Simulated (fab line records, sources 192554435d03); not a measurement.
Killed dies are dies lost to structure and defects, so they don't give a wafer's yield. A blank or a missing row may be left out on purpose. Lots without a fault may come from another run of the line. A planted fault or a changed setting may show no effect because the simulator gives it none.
Split-lot experiment | flow n5_finfet | 7 lots, 21 wafers read, on a route of 1938 steps

THE SPLIT
At N5_BEOL_M0_SAQP_DESCUM_45 (chemistry O2, time 7 s), the setting time_s was moved away from the recipe's 7 s on 8 of the 21 wafers read, by -16.6% to +21.5%. The other wafers ran this setting at the recipe's value.

The reading is taken at the split's own step.

THE READING
CAR-EUV_of_BEOL_M0_SAQP_COAT_34.thk_nm (the simulator's own value, which no gauge read), in nm, at N5_BEOL_M0_SAQP_DESCUM_45 (chemistry O2, time 7 s). The file gives no usual value for it. The 13 wafers here that ran the recipe average 26.0 nm, standard deviation 0.078 nm.

wafer  | tool, chamber at the split | time_s as run, s | against the recipe | CAR-EUV_of_BEOL_M0_SAQP_COAT_34.thk_nm, nm | against lot-mates on the recipe
L077.4 | rie_diel-02, 3             | 8.505            | +21.5%             | 25.4                                       | -0.6
L077.5 | rie_diel-02, 2             | 8.505            | +21.5%             | 25.4                                       | -0.6
L077.6 | rie_diel-02, 1             | 7                | recipe             | 26                                         | -
L078.1 | rie_diel-02, 0,2,3         | 7                | recipe             | 26                                         | -
L078.4 | rie_diel-02, 0,2,3         | 7                | recipe             | 26                                         | -
L078.5 | rie_diel-02, 0,2,3         | 7                | recipe             | 26                                         | -
L080.2 | rie_diel-01, 0             | 7.604            | +8.6%              | 25.6                                       | -0.4
L080.3 | rie_diel-01, 1             | 7                | recipe             | 26                                         | -
L080.5 | rie_diel-01, 0             | 7.604            | +8.6%              | 25.6                                       | -0.4
L084.2 | rie_diel-06, 3             | 7                | recipe             | 26                                         | -
L084.4 | rie_diel-06, 1             | 8.396            | +19.9%             | 25.4                                       | -0.6
L084.6 | rie_diel-06, 2             | 8.396            | +19.9%             | 25.2                                       | -0.8
L087.1 | rie_diel-06, 3             | 7                | recipe             | 25.8                                       | -
L087.2 | rie_diel-06, 1             | 7                | recipe             | 26                                         | -
L087.3 | rie_diel-06, 0             | 7                | recipe             | 26.2                                       | -
L088.1 | rie_diel-02, 0             | 7                | recipe             | 26                                         | -
L088.2 | rie_diel-02, 3             | 7                | recipe             | 26                                         | -
L088.6 | rie_diel-02, 0             | 7.676            | +9.7%              | 25.6                                       | -0.4
L094.2 | rie_diel-06, 1             | 7                | recipe             | 26                                         | -
L094.3 | rie_diel-06, 3             | 7                | recipe             | 26                                         | -
L094.5 | rie_diel-06, 2             | 5.84             | -16.6%             | 26.6                                       | +0.6
Where a row lists several chambers, the file gives one row for several wafers and doesn't say which wafer went through which chamber.

THE FIT
A straight line over all 21 wafers: CAR-EUV_of_BEOL_M0_SAQP_COAT_34.thk_nm changes by -0.033 nm for each +1% of time_s; r = -0.96; the points scatter about the line by 0.093 nm.
The same after taking each lot's own level away (the mean of its wafers on the recipe; 21 wafers): -0.033 nm for each +1%; r = -0.96; scatter 0.093 nm.
On that fit, the largest move of time_s shifts the reading by 0.71 nm.
The lots' own levels span 26.00 to 26.00 nm, that is 0.0 times the standard deviation above.
So the lot-to-lot level changes the slope little: the two slopes agree.
Check: with one of the wafers moved furthest among these (+21.5%) left out of the fit, the line predicts -0.746 nm for it against its lot-mates. It came out at -0.6 nm against them.

OTHER SPLITS ON THESE WAFERS
These wafers also went through other splits before the reading. Each is held against what the fit with the lots' levels taken away leaves over:
other split on the same wafers        | wafers away from the commonest value | r with CAR-EUV_of_BEOL_M0_SAQP_COAT_34.thk_nm (lot level and that fit taken away)
N5_GATE_CUT_DESCUM_18 time_s          | 8                                    | -0.25
N5_MOL_CONTACT_COAG_ALD_27 ald_cycles | 5                                    | +0.14
N5_MOL_CONTACT_COAG_COAT_76 spin_rpm  | 5                                    | -0.17
N5_BEOL_M0_SAQP_EXPOSE_37 dose_mj     | 8                                    | +0.14

THE FILE'S OWN FIT
CAR-EUV_of_BEOL_M0_SAQP_COAT_34.thk_nm changes by -0.0339 nm for each +1% of time_s, r = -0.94.
